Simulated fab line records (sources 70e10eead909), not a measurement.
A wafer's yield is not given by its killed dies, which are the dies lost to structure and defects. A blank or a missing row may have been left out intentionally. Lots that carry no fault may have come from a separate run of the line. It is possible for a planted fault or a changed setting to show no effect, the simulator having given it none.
What tool caused it? + flow nandHarc + 13 lots with 39 wafers sampled at 5 steps, on a route of 1159 steps

## WHAT THE GAUGES READ, wafer by wafer
NHARC_THIN_TSV_CD_MEAS_33: the cd target is 5000 nm. Usual: cdNm 4999.5 nm, standard deviation 1.6.
| lot  | measured     | on       | cdNm (nm)            | flag |
|------|--------------|----------|----------------------|------|
| L814 | day 19 05:28 | cdSem-03 | 4997.8 5000.7 4998.1 |      |
| L812 | day 19 08:07 | cdSem-01 | 5000.2 4999.1 4999.3 |      |
| L813 | day 19 10:20 | cdSem-03 | 4997.5 4998.9 4998.6 |      |
| L815 | day 19 11:28 | cdSem-03 | 5001.7 5000.5 5000.5 |      |
| L816 | day 19 13:10 | cdSem-01 | 5000.5 5001.5 4999.1 |      |
| L818 | day 20 01:01 | cdSem-01 | 4999.3 5001.0 5001.5 |      |
| L819 | day 20 08:14 | cdSem-03 | 4997.8 4999.2 5000.7 |      |
| L821 | day 21 09:10 | cdSem-03 | 4997.4 4999.0 4998.6 |      |
| L822 | day 21 10:26 | cdSem-01 | 5001.6 4999.9 4998.7 |      |
| L825 | day 21 16:19 | cdSem-01 | 4999.1 4996.0 5002.1 |      |
| L823 | day 22 10:13 | cdSem-01 | 5001.1 4999.8        |      |
| L835 | day 24 02:34 | cdSem-03 | 4999.5 5001.2 4995.9 |      |
| L834 | day 24 16:17 | cdSem-01 | 4998.2 4997.2 4999.6 |      |

NHARC_THIN_TSV_CD_MEAS_37. Usual: cdNm 4998.8 nm, standard deviation 2.
| lot  | measured     | on       | cdNm (nm)            | flag |
|------|--------------|----------|----------------------|------|
| L814 | day 19 06:55 | cdSem-01 | 4999.3 4999.4 4997.2 |      |
| L812 | day 19 09:36 | cdSem-01 | 4998.0 4995.7 5000.1 |      |
| L813 | day 19 11:46 | cdSem-01 | 4998.2 4999.9 4998.5 |      |
| L815 | day 19 12:54 | cdSem-03 | 5000.6 4999.3 4996.9 |      |
| L816 | day 19 14:37 | cdSem-01 | 4999.4 4997.9 4995.9 |      |
| L818 | day 20 02:27 | cdSem-01 | 4998.4 5000.2 4999.4 |      |
| L819 | day 20 09:41 | cdSem-01 | 4996.0 4997.7 5002.7 |      |
| L821 | day 21 11:20 | cdSem-01 | 4997.3 4999.4 5000.3 |      |
| L822 | day 21 11:54 | cdSem-03 | 4998.4 4997.5 4997.5 |      |
| L825 | day 21 18:09 | cdSem-03 | 4996.7 4995.4 5003.3 |      |
| L823 | day 22 11:41 | cdSem-03 | 5001.3 4999.7        |      |
| L835 | day 24 04:00 | cdSem-03 | 5000.8 5000.5 4997.4 |      |
| L834 | day 24 17:43 | cdSem-01 | 4995.3 4997.8 4997.3 |      |

NHARC_THIN_TSV_INSPECT_40. Usual: rawDefectCount 480, standard deviation 78.
| lot  | measured     | on               | rawDefectCount | flag |
|------|--------------|------------------|----------------|------|
| L814 | day 19 13:57 | defectInspect-01 | 663 544 667    |      |
| L812 | day 19 13:58 | defectInspect-01 | 393 428 475    |      |
| L813 | day 19 13:58 | defectInspect-01 | 621 429 384    |      |
| L815 | day 19 17:38 | defectInspect-01 | 489 387 391    |      |
| L816 | day 19 17:39 | defectInspect-02 | 463 439 390    |      |
| L818 | day 20 06:54 | defectInspect-01 | 462 479 510    |      |
| L819 | day 20 14:07 | defectInspect-01 | 474 429 501    |      |
| L821 | day 21 15:46 | defectInspect-02 | 564 374 455    |      |
| L822 | day 21 15:47 | defectInspect-01 | 428 445 408    |      |
| L825 | day 21 22:21 | defectInspect-02 | 514 453 578    |      |
| L823 | day 22 17:26 | defectInspect-02 | 401 460        |      |
| L835 | day 24 08:26 | defectInspect-02 | 426 493 322    |      |
| L834 | day 24 20:38 | defectInspect-02 | 564 510 382    |      |

NHARC_END_SORT_01. Usual: defectLimitedYield 95.4 %, standard deviation 1.7; killedAtArray 27, standard deviation 11; killedAtOther 0.6, standard deviation 0.89; killedAtPeriphery 3.0, standard deviation 2.4; killedDies 31, standard deviation 12; killedOpen 3.2, standard deviation 1.6; killedShort 2.0, standard deviation 1.5; sort_bin_2_pct 1.5 %, standard deviation 0.69; sort_bin_3_pct 0.23 %, standard deviation 0.22; sort_bin_4_pct 2.9 %, standard deviation 1.1; sortNPass 646, standard deviation 12; sortRimYieldPct 94 %, standard deviation 3.3; sortYieldPct 95.4 %, standard deviation 1.7.
| lot  | measured     | on        | defectLimitedYield (%) | killedAtArray | killedAtOther | killedAtPeriphery | killedDies | killedOpen | killedShort | sort_bin_2_pct (%) | sort_bin_3_pct (%) | sort_bin_4_pct (%) | sortNPass   | sortRimYieldPct (%) | sortYieldPct (%) | flag |
|------|--------------|-----------|------------------------|---------------|---------------|-------------------|------------|------------|-------------|--------------------|--------------------|--------------------|-------------|---------------------|------------------|------|
| L819 | day 21 01:12 | prober-02 | 94.8 93.4 93.5         | 32 42 36      | 1 2 4         | 2 1 4             | 35 45 44   | 3 4 2      | 3 4 5       | 2.4 1.6 2.1        | 0 0 0.44           | 2.8 5.0 4.0        | 642 632 633 | 92 93 93            | 94.8 93.4 93.5   |      |
| L823 | day 22 22:21 | prober-02 | 97.6 0.1 97.5          | 15 675 15     | 0 0 0         | 1 1 2             | 16 676 17  | 3 5 3      | 1 0 3       | 0.7 98.8 0.9       | 0 0.15 0           | 1.6 0.9 1.6        | 661 1 660   | 96 0 96             | 97.6 0.1 97.5    | OFF  |
| L835 | day 24 11:31 | prober-02 | 95.1 94.7 96.8         | 31 31 21      | 1 1 0         | 1 4 1             | 33 36 22   | 1 4 0      | 3 0 3       | 2.2 1.5 1.0        | 0 0.30 0.59        | 2.7 3.5 1.6        | 644 641 655 | 94 99 99            | 95.1 94.7 96.8   |      |

## EACH LOT AND THE TOOL THAT RAN IT (in order: tool; ch and the chambers of the sampled wafers; start)
| lot  | NHARC_A_M0_PVD_21           |
|------|-----------------------------|
| L814 | pvdSputter-03, day 17 21:49 |
| L812 | pvdSputter-02, day 18 01:27 |
| L813 | pvdSputter-02, day 18 02:17 |
| L815 | pvdSputter-03, day 18 06:12 |
| L816 | pvdSputter-02, day 18 06:25 |
| L818 | pvdSputter-01, day 18 19:46 |
| L819 | pvdSputter-02, day 18 23:47 |
| L821 | pvdSputter-02, day 19 20:10 |
| L822 | pvdSputter-02, day 19 22:01 |
| L825 | pvdSputter-01, day 20 09:13 |
| L823 | pvdSputter-02, day 21 02:21 |
| L835 | pvdSputter-03, day 22 21:41 |
| L834 | pvdSputter-03, day 23 10:29 |
- NHARC_A_M0_PVD_21: deposits Cu, target thk 30 nm, time 20.49 s.

## WHAT THE TOOLS THEMSELVES READ (means of the sampled wafers that have a number; where no wafer has one, the mark that the record gives instead)
NHARC_A_M0_PVD_21. Usual: throttleValvePct 29.9 %, standard deviation 0.8.
| lot  | tool          | throttleValvePct (%) | flag |
|------|---------------|----------------------|------|
| L814 | pvdSputter-03 | 30.1                 |      |
| L812 | pvdSputter-02 | 29.6                 |      |
| L813 | pvdSputter-02 | 29.6                 |      |
| L815 | pvdSputter-03 | 29.9                 |      |
| L816 | pvdSputter-02 | 30.2                 |      |
| L818 | pvdSputter-01 | 31.3                 |      |
| L819 | pvdSputter-02 | 29.9                 |      |
| L821 | pvdSputter-02 | 30.3                 |      |
| L822 | pvdSputter-02 | 29.7                 |      |
| L825 | pvdSputter-01 | 30.5                 |      |
| L823 | pvdSputter-02 | 29.8                 |      |
| L835 | pvdSputter-03 | 30.6                 |      |
| L834 | pvdSputter-03 | 29.3                 |      |

## THE ANSWER, worked out from the rows above alone
Rule: a lot is off if the mean of its wafers that have a number lies more than 3 standard deviations from the usual mean. Also off: a lot with no number at a reading for which 4 or more lots have one. Where the step has rows for the other lots, those lots are counted as sound. The gauges are gone through in route order, then the tools' own readings, and for those a lot's mean is taken as printed above. The first step at which some lot is off is used, and at that step the reading that is off furthest; a lot without a number counts as furthest.
Off: L823, at NHARC_END_SORT_01 (sort_bin_2_pct). Neither off nor sound, because the step has no rows for them: L814, L812, L813, L815, L816, L818, L821, L822, L825, L834.
If a tool, at a process step before that reading, ran all the lots that are off and no sound lot after the first of them, it fits. The gauges at NHARC_END_SORT_01 are tried like those tools. One candidate fits, namely pvdSputter-02 at NHARC_A_M0_PVD_21. A fault onset in the window from L819 (day 18 23:47, its last sound lot) to L823 (day 21 02:21, its first lot off) fits.

## WHAT THE SIMULATOR HAD PUT IN
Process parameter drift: pvdSputter-02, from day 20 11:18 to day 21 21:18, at NHARC_A_M0_PVD_21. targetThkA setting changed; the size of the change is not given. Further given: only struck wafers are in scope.
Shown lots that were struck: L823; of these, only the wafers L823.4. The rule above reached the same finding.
